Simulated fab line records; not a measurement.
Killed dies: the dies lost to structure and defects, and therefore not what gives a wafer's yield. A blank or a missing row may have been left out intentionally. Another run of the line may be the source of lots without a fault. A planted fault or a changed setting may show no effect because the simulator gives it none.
Which tool did it?    flow n5_finfet    24 lots, 72 wafers sampled, at 6 steps of a route of 1938

## WHAT THE GAUGES READ, wafer by wafer
No reading from a measuring or inspecting step in the record can be judged against a usual standard deviation.

## EACH LOT AND THE TOOL THAT RAN IT (in order: tool; ch and the chambers of the sampled wafers; start)
lot   N5_BEOL_M2_SPUTTER_79         N5_BEOL_M2_SPUTTER_81         N5_BEOL_M2_ANNEAL_89          N5_BEOL_M2_ANNEAL_91          N5_BEOL_M2_ANNEAL_95          N5_BEOL_M3_DESCUM_33
L074  pvd_sputter-02, day 6 18:55   pvd_sputter-02, day 6 19:08   pvd_sputter-02, day 6 19:40   pvd_sputter-02, day 6 19:53   pvd_sputter-02, day 6 20:19   rie_diel-05 ch 0,1,3, day 6 23:44
L075  pvd_sputter-02, day 7 00:47   pvd_sputter-02, day 7 01:01   pvd_sputter-02, day 7 01:32   pvd_sputter-02, day 7 01:45   pvd_sputter-02, day 7 02:11   rie_diel-05 ch 0,2,3, day 7 07:31
L076  pvd_sputter-03, day 7 14:47   pvd_sputter-03, day 7 15:01   pvd_sputter-03, day 7 15:32   pvd_sputter-03, day 7 15:45   pvd_sputter-03, day 7 16:11   rie_diel-05 ch 1,3, day 7 20:42
L077  pvd_sputter-02, day 7 17:01   pvd_sputter-02, day 7 17:14   pvd_sputter-02, day 7 17:45   pvd_sputter-02, day 7 17:58   pvd_sputter-02, day 7 18:25   rie_diel-05 ch 0,3, day 8 00:03
L078  pvd_sputter-01, day 7 22:05   pvd_sputter-01, day 7 22:18   pvd_sputter-01, day 7 22:49   pvd_sputter-01, day 7 23:02   pvd_sputter-01, day 7 23:29   rie_diel-05 ch 1,2,3, day 8 05:08
L079  pvd_sputter-01, day 8 12:46   pvd_sputter-01, day 8 12:59   pvd_sputter-01, day 8 13:30   pvd_sputter-01, day 8 13:43   pvd_sputter-01, day 8 14:10   rie_diel-03 ch 0,2, day 8 18:13
L080  pvd_sputter-02, day 8 14:22   pvd_sputter-02, day 8 14:35   pvd_sputter-02, day 8 15:06   pvd_sputter-02, day 8 15:19   pvd_sputter-02, day 8 15:46   rie_diel-04 ch 0,2,3, day 8 19:16
L081  pvd_sputter-03, day 8 18:28   pvd_sputter-03, day 8 18:41   pvd_sputter-03, day 8 19:13   pvd_sputter-03, day 8 19:26   pvd_sputter-03, day 8 19:52   rie_diel-04 ch 0,1,2, day 8 23:04
L084  pvd_sputter-01, day 9 01:17   pvd_sputter-01, day 9 01:30   pvd_sputter-01, day 9 02:01   pvd_sputter-01, day 9 02:14   pvd_sputter-01, day 9 02:41   rie_diel-05 ch 1,3, day 9 07:38
L082  pvd_sputter-01, day 9 06:57   pvd_sputter-01, day 9 07:10   pvd_sputter-01, day 9 07:41   pvd_sputter-01, day 9 07:55   pvd_sputter-01, day 9 08:21   rie_diel-05 ch 0,1, day 9 11:46
L083  pvd_sputter-02, day 9 07:55   pvd_sputter-02, day 9 08:08   pvd_sputter-02, day 9 08:40   pvd_sputter-02, day 9 08:53   pvd_sputter-02, day 9 09:19   rie_diel-05 ch 0,2,3, day 9 12:39
L085  pvd_sputter-02, day 9 17:59   pvd_sputter-02, day 9 18:13   pvd_sputter-02, day 9 18:44   pvd_sputter-02, day 9 18:57   pvd_sputter-02, day 9 19:23   rie_diel-04 ch 1,2,3, day 9 22:38
L086  pvd_sputter-01, day 9 23:13   pvd_sputter-01, day 9 23:26   pvd_sputter-01, day 9 23:58   pvd_sputter-01, day 10 00:11  pvd_sputter-01, day 10 00:37  rie_diel-03 ch 1,3, day 10 04:43
L087  pvd_sputter-01, day 10 04:38  pvd_sputter-01, day 10 04:52  pvd_sputter-01, day 10 05:23  pvd_sputter-01, day 10 05:36  pvd_sputter-01, day 10 06:02  rie_diel-05 ch 2,3, day 10 11:22
L088  pvd_sputter-03, day 10 14:42  pvd_sputter-03, day 10 14:55  pvd_sputter-03, day 10 15:26  pvd_sputter-03, day 10 15:40  pvd_sputter-03, day 10 16:06  rie_diel-04 ch 0,1,3, day 10 19:49
L089  pvd_sputter-03, day 10 19:01  pvd_sputter-03, day 10 19:14  pvd_sputter-03, day 10 19:46  pvd_sputter-03, day 10 19:59  pvd_sputter-03, day 10 20:25  rie_diel-05 ch 1,2,3, day 10 23:59
L090  pvd_sputter-01, day 10 19:53  pvd_sputter-01, day 10 20:07  pvd_sputter-01, day 10 20:38  pvd_sputter-01, day 10 20:51  pvd_sputter-01, day 10 21:17  rie_diel-03 ch 1,2,3, day 11 00:37
L091  pvd_sputter-01, day 11 09:57  pvd_sputter-01, day 11 10:10  pvd_sputter-01, day 11 10:41  pvd_sputter-01, day 11 10:55  pvd_sputter-01, day 11 11:21  rie_diel-03 ch 1,2,3, day 11 14:43
L092  pvd_sputter-03, day 11 15:02  pvd_sputter-03, day 11 15:15  pvd_sputter-03, day 11 15:46  pvd_sputter-03, day 11 15:59  pvd_sputter-03, day 11 16:26  rie_diel-04 ch 0,3, day 11 20:43
L093  pvd_sputter-02, day 11 20:29  pvd_sputter-02, day 11 20:43  pvd_sputter-02, day 11 21:14  pvd_sputter-02, day 11 21:27  pvd_sputter-02, day 11 21:53  rie_diel-05 ch 0,2, day 12 01:03
L094  pvd_sputter-02, day 11 23:50  pvd_sputter-02, day 12 00:03  pvd_sputter-02, day 12 00:34  pvd_sputter-02, day 12 00:47  pvd_sputter-02, day 12 01:14  rie_diel-05 ch 0,1,3, day 12 05:42
L095  pvd_sputter-01, day 12 01:53  pvd_sputter-01, day 12 02:07  pvd_sputter-01, day 12 02:38  pvd_sputter-01, day 12 02:51  pvd_sputter-01, day 12 03:17  rie_diel-03 ch 0,2,3, day 12 06:54
L096  pvd_sputter-01, day 12 15:05  pvd_sputter-01, day 12 15:18  pvd_sputter-01, day 12 15:49  pvd_sputter-01, day 12 16:02  pvd_sputter-01, day 12 16:29  rie_diel-04 ch 0,1,3, day 12 20:08
L097  pvd_sputter-03, day 12 20:16  pvd_sputter-03, day 12 20:29  pvd_sputter-03, day 12 21:00  pvd_sputter-03, day 12 21:13  pvd_sputter-03, day 12 21:40  rie_diel-05 ch 1,2, day 13 02:20
- N5_BEOL_M2_SPUTTER_79: material Cu, target thk 4.5 nm, time 8.29 s.
- N5_BEOL_M2_SPUTTER_81: material Cu, target thk 4.5 nm, time 8.29 s.
- N5_BEOL_M2_ANNEAL_89: time 240 s.
- N5_BEOL_M2_ANNEAL_91: time 240 s.
- N5_BEOL_M2_ANNEAL_95: time 240 s.
- N5_BEOL_M3_DESCUM_33: chemistry O2, time 7 s.

## AS READ BY THE TOOLS THEMSELVES (means over the sampled wafers that have a number; for cases with no such wafer, the mark the record gives instead)
N5_BEOL_M2_SPUTTER_79.
lot   tool            throttle_valve_pct (%)
L074  pvd_sputter-02  29.8
L075  pvd_sputter-02  30.6
L076  pvd_sputter-03  30.1
L077  pvd_sputter-02  29.8
L078  pvd_sputter-01  30.1
L079  pvd_sputter-01  29.7
L080  pvd_sputter-02  30.6
L081  pvd_sputter-03  30.3
L084  pvd_sputter-01  30.1
L082  pvd_sputter-01  30.0
L083  pvd_sputter-02  29.7
L085  pvd_sputter-02  30.3
L086  pvd_sputter-01  29.7
L087  pvd_sputter-01  29.7
L088  pvd_sputter-03  30.3
L089  pvd_sputter-03  30.4
L090  pvd_sputter-01  30.1
L091  pvd_sputter-01  29.8
L092  pvd_sputter-03  30.8
L093  pvd_sputter-02  30.7
L094  pvd_sputter-02  29.6
L095  pvd_sputter-01  29.9
L096  pvd_sputter-01  29.7
L097  pvd_sputter-03  30.6

N5_BEOL_M2_SPUTTER_81.
lot   tool            throttle_valve_pct (%)
L074  pvd_sputter-02  29.9
L075  pvd_sputter-02  30.6
L076  pvd_sputter-03  30.3
L077  pvd_sputter-02  29.9
L078  pvd_sputter-01  30.1
L079  pvd_sputter-01  29.5
L080  pvd_sputter-02  30.5
L081  pvd_sputter-03  30.5
L084  pvd_sputter-01  30.1
L082  pvd_sputter-01  30.2
L083  pvd_sputter-02  29.8
L085  pvd_sputter-02  30.5
L086  pvd_sputter-01  29.8
L087  pvd_sputter-01  29.9
L088  pvd_sputter-03  30.3
L089  pvd_sputter-03  30.2
L090  pvd_sputter-01  30.0
L091  pvd_sputter-01  29.7
L092  pvd_sputter-03  30.9
L093  pvd_sputter-02  30.6
L094  pvd_sputter-02  29.8
L095  pvd_sputter-01  29.9
L096  pvd_sputter-01  29.8
L097  pvd_sputter-03  30.5

N5_BEOL_M2_ANNEAL_89.
lot   tool            heater_power_w (W)
L074  pvd_sputter-02  788
L075  pvd_sputter-02  800
L076  pvd_sputter-03  699
L077  pvd_sputter-02  779
L078  pvd_sputter-01  784
L079  pvd_sputter-01  630
L080  pvd_sputter-02  798
L081  pvd_sputter-03  746
L084  pvd_sputter-01  723
L082  pvd_sputter-01  684
L083  pvd_sputter-02  813
L085  pvd_sputter-02  812
L086  pvd_sputter-01  789
L087  pvd_sputter-01  637
L088  pvd_sputter-03  770
L089  pvd_sputter-03  735
L090  pvd_sputter-01  780
L091  pvd_sputter-01  699
L092  pvd_sputter-03  702
L093  pvd_sputter-02  771
L094  pvd_sputter-02  799
L095  pvd_sputter-01  775
L096  pvd_sputter-01  787
L097  pvd_sputter-03  696

N5_BEOL_M2_ANNEAL_91.
lot   tool            heater_power_w (W)
L074  pvd_sputter-02  784
L075  pvd_sputter-02  806
L076  pvd_sputter-03  691
L077  pvd_sputter-02  788
L078  pvd_sputter-01  783
L079  pvd_sputter-01  645
L080  pvd_sputter-02  796
L081  pvd_sputter-03  747
L084  pvd_sputter-01  718
L082  pvd_sputter-01  676
L083  pvd_sputter-02  819
L085  pvd_sputter-02  808
L086  pvd_sputter-01  785
L087  pvd_sputter-01  646
L088  pvd_sputter-03  748
L089  pvd_sputter-03  748
L090  pvd_sputter-01  782
L091  pvd_sputter-01  694
L092  pvd_sputter-03  728
L093  pvd_sputter-02  764
L094  pvd_sputter-02  787
L095  pvd_sputter-01  779
L096  pvd_sputter-01  800
L097  pvd_sputter-03  710

N5_BEOL_M2_ANNEAL_95.
lot   tool            heater_power_w (W)
L074  pvd_sputter-02  782
L075  pvd_sputter-02  809
L076  pvd_sputter-03  685
L077  pvd_sputter-02  788
L078  pvd_sputter-01  781
L079  pvd_sputter-01  636
L080  pvd_sputter-02  790
L081  pvd_sputter-03  761
L084  pvd_sputter-01  722
L082  pvd_sputter-01  683
L083  pvd_sputter-02  816
L085  pvd_sputter-02  800
L086  pvd_sputter-01  791
L087  pvd_sputter-01  632
L088  pvd_sputter-03  751
L089  pvd_sputter-03  751
L090  pvd_sputter-01  767
L091  pvd_sputter-01  689
L092  pvd_sputter-03  711
L093  pvd_sputter-02  771
L094  pvd_sputter-02  795
L095  pvd_sputter-01  774
L096  pvd_sputter-01  791
L097  pvd_sputter-03  704

N5_BEOL_M3_DESCUM_33.
lot   tool         drypump_motor_current_A (A)  oes_product_au (a.u.)  rf_vpp_V (V)  showerhead_plenum_p_Torr (Torr)  throttle_valve_pct (%)
L074  rie_diel-05  5.6                          0.83                   244.4         2.11                             20.37
L075  rie_diel-05  5.7                          0.82                   243.7         2.11                             20.43
L076  rie_diel-05  5.3                          0.77                   243.2         2.12                             20.27
L077  rie_diel-05  5.6                          0.76                   243.2         2.06                             20.41
L078  rie_diel-05  5.3                          0.81                   244.3         2.16                             20.29
L079  rie_diel-03  5.9                          0.81                   242.9         2.10                             20.30
L080  rie_diel-04  5.7                          0.74                   242.9         2.08                             20.31
L081  rie_diel-04  5.5                          0.78                   242.8         2.09                             20.44
L084  rie_diel-05  5.3                          0.76                   243.3         2.11                             20.28
L082  rie_diel-05  5.6                          0.86                   244.0         2.15                             20.36
L083  rie_diel-05  5.7                          0.80                   243.4         2.10                             20.45
L085  rie_diel-04  5.4                          0.77                   242.0         2.06                             20.44
L086  rie_diel-03  6.0                          0.85                   243.3         2.14                             20.48
L087  rie_diel-05  5.4                          0.79                   243.7         2.16                             20.36
L088  rie_diel-04  5.9                          0.76                   242.9         2.03                             20.51
L089  rie_diel-05  5.3                          0.79                   245.1         2.16                             20.31
L090  rie_diel-03  6.1                          0.82                   243.9         2.11                             20.37
L091  rie_diel-03  6.1                          0.81                   243.5         2.11                             20.39
L092  rie_diel-04  6.1                          0.72                   241.9         2.02                             20.40
L093  rie_diel-05  5.8                          0.82                   244.2         2.15                             20.49
L094  rie_diel-05  5.6                          0.89                   243.3         2.10                             20.31
L095  rie_diel-03  5.9                          0.80                   244.1         2.13                             20.42
L096  rie_diel-04  5.9                          0.75                   241.7         2.03                             20.53
L097  rie_diel-05  5.3                          0.83                   245.2         2.20                             20.30

## THE ANSWER, worked out from the rows above alone
Rule: usual is defined by the lots themselves. The widest of any qualifying gaps counts: lots, ordered by their means at a reading, are off when they make up no more than a third of the lots, leave a main group of 4 or more, and stand apart from it by 3 or more times the standard deviation of that group's means. A main group whose means are all the same, to the digits that the tables above print for the reading, isn't used. Also off: a lot with no number at a reading for which 4 or more lots have one. Any other lot the step has rows for is counted as sound. First the gauges in route order, then the tools' own readings, where a lot's mean is used as printed above. The first step at which some lot is off is used, and at that step the reading that is off furthest; a lot without a number counts as furthest.
No lot is off at any reading shown: from this, nothing can be told.

## WHAT THE SIMULATOR HAD INSERTED
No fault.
